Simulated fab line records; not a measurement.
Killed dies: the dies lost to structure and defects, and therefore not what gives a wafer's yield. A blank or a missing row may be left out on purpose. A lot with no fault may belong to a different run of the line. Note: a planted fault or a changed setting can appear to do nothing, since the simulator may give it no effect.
Which tool is to blame? | flow nandHarc | 12 lots with 36 wafers sampled at 6 steps, on a route of 1302 steps

## WHAT THE GAUGES READ, wafer by wafer
NHARC_A_STAIRCASE_INSPECT_155.
lot  | measured     | on               | rawDefectCount
L075 | day 18 10:48 | defectInspect-02 | 395 449 374
L078 | day 19 09:49 | defectInspect-01 | 523 427 299
L080 | day 20 15:51 | defectInspect-02 | 372 424 526
L081 | day 21 18:50 | defectInspect-02 | 418 322 444
L082 | day 22 02:43 | defectInspect-02 | 306 238 200
L085 | day 22 12:49 | defectInspect-01 | 316 274 270
L087 | day 23 07:31 | defectInspect-01 | 396 542 452
L089 | day 23 19:52 | defectInspect-02 | 462 441 557
L092 | day 25 10:26 | defectInspect-02 | 328 331 408
L094 | day 26 21:39 | defectInspect-01 | 348 352 303
L095 | day 27 05:56 | defectInspect-01 | 461 457 505
L097 | day 27 15:13 | defectInspect-02 | 349 366 433

## TOOL THAT RAN EACH LOT (tool first, then ch and the chambers of the sampled wafers, then the start)
lot  | NHARC_A_STAIRCASE_ETCH_273                   | NHARC_A_STAIRCASE_STRIP_274                  | NHARC_A_STAIRCASE_DEP_301       | NHARC_A_STAIRCASE_DESCUM_312      | NHARC_A_STAIRCASE_STRIP_446
L075 | rieDiel-07 ch 0,2,3, day 16 01:32 or earlier | rieDiel-07 ch 2,3, day 16 01:32 or earlier   | pecvd-04 ch 0,1,2, day 16 01:32 | rieDiel-07 ch 2,3, day 16 02:30   | plasmaAsher-01 ch 0,1, day 18 07:53
L078 | rieDiel-01 ch 1,3, day 17 13:39 or earlier   | rieDiel-01 ch 0,2, day 17 13:39 or earlier   | pecvd-01 ch 1,2, day 17 13:39   | rieDiel-07 ch 0,3, day 17 14:38   | plasmaAsher-02 ch 0,1, day 19 07:13
L080 | rieDiel-08 ch 0,1, day 18 15:29 or earlier   | rieDiel-08 ch 0,2,3, day 18 15:29 or earlier | pecvd-04 ch 1,2, day 18 15:29   | rieDiel-08 ch 0,2, day 18 16:34   | plasmaAsher-01 ch 0,1, day 20 13:07
L081 | rieDiel-08 ch 0,1,2, day 19 15:19 or earlier | rieDiel-08 ch 1,2, day 19 15:19 or earlier   | pecvd-04 ch 0,1,2, day 19 15:19 | rieDiel-08 ch 0,1, day 19 16:16   | plasmaAsher-01 ch 0,1, day 21 16:17
L082 | rieDiel-08 ch 0,2,3, day 19 22:45 or earlier | rieDiel-08 ch 0,2,3, day 19 22:45 or earlier | pecvd-01 ch 0,1,2, day 19 22:45 | rieDiel-08 ch 0,1,3, day 19 23:42 | plasmaAsher-02 ch 0,1, day 21 23:56
L085 | rieDiel-01 ch 0,1,3, day 20 12:52 or earlier | rieDiel-01 ch 0,1,3, day 20 12:52 or earlier | pecvd-02 ch 0,1, day 20 12:52   | rieDiel-07 ch 1,3, day 20 13:49   | plasmaAsher-01 ch 0,1, day 22 10:14
L087 | rieDiel-08 ch 0,1,2, day 21 06:40 or earlier | rieDiel-08 ch 0,1,3, day 21 06:40 or earlier | pecvd-01 ch 0,1,2, day 21 06:40 | rieDiel-08 ch 1,2,3, day 21 07:38 | plasmaAsher-01 ch 0,1, day 23 04:51
L089 | rieDiel-07 ch 0,3, day 21 18:45 or earlier   | rieDiel-07 ch 1,3, day 21 18:45 or earlier   | pecvd-02 ch 0,2, day 21 18:45   | rieDiel-08 ch 1,2, day 21 19:45   | plasmaAsher-01 ch 0,1, day 23 17:18
L092 | rieDiel-07 ch 1,2, day 23 02:31 or earlier   | rieDiel-07 ch 1,2, day 23 02:31 or earlier   | pecvd-04 ch 0,1,2, day 23 02:31 | rieDiel-08 ch 1,2,3, day 23 03:25 | plasmaAsher-01 ch 0,1, day 25 07:59
L094 | rieDiel-01 ch 1,2, day 24 13:59 or earlier   | rieDiel-01 ch 1,2, day 24 13:59 or earlier   | pecvd-01 ch 0,1,2, day 24 13:59 | rieDiel-01 ch 0,1, day 24 14:53   | plasmaAsher-01 ch 0,1, day 26 19:04
L095 | rieDiel-08 ch 0,1,2, day 25 03:39 or earlier | rieDiel-08 ch 0,1,2, day 25 03:39 or earlier | pecvd-01 ch 0,1,2, day 25 03:39 | rieDiel-08 ch 1,3, day 25 04:58   | plasmaAsher-02 ch 0,1, day 27 03:18
L097 | rieDiel-01 ch 0,1,2, day 25 14:00 or earlier | rieDiel-01 ch 0,1,3, day 25 14:00 or earlier | pecvd-01 ch 0,1,2, day 25 14:00 | rieDiel-08 ch 0,1,2, day 25 14:52 | plasmaAsher-02 ch 0,1, day 27 12:37
- NHARC_A_STAIRCASE_ETCH_273: etches the open film in C4F8/O2/Ar, target depth 10200 nm, time 2468.6 s.
- NHARC_A_STAIRCASE_STRIP_274: strips in O2.
- NHARC_A_STAIRCASE_DEP_301: deposits SiON, target thk 30 nm.
- NHARC_A_STAIRCASE_DESCUM_312: chemistry O2, time 3 s.
- NHARC_A_STAIRCASE_STRIP_446: strips in O2.

## THE ANSWER, worked out from the rows above alone
Rule: the lots themselves supply what counts as usual. The widest of any qualifying gaps counts: lots, ordered by their means at a reading, are off when they make up no more than a third of the lots, leave a main group of 4 or more, and stand apart from it by 3 or more times the standard deviation of that group's means. A main group whose means are all the same, to the digits that the tables above print for the reading, isn't used. Also off: a lot with no number at a reading for which 4 or more lots have one. All remaining lots with rows at the step are treated as sound.
None of the lots is off at any reading shown; this tells nothing.

## WHAT HAD BEEN PUT IN BY THE SIMULATOR
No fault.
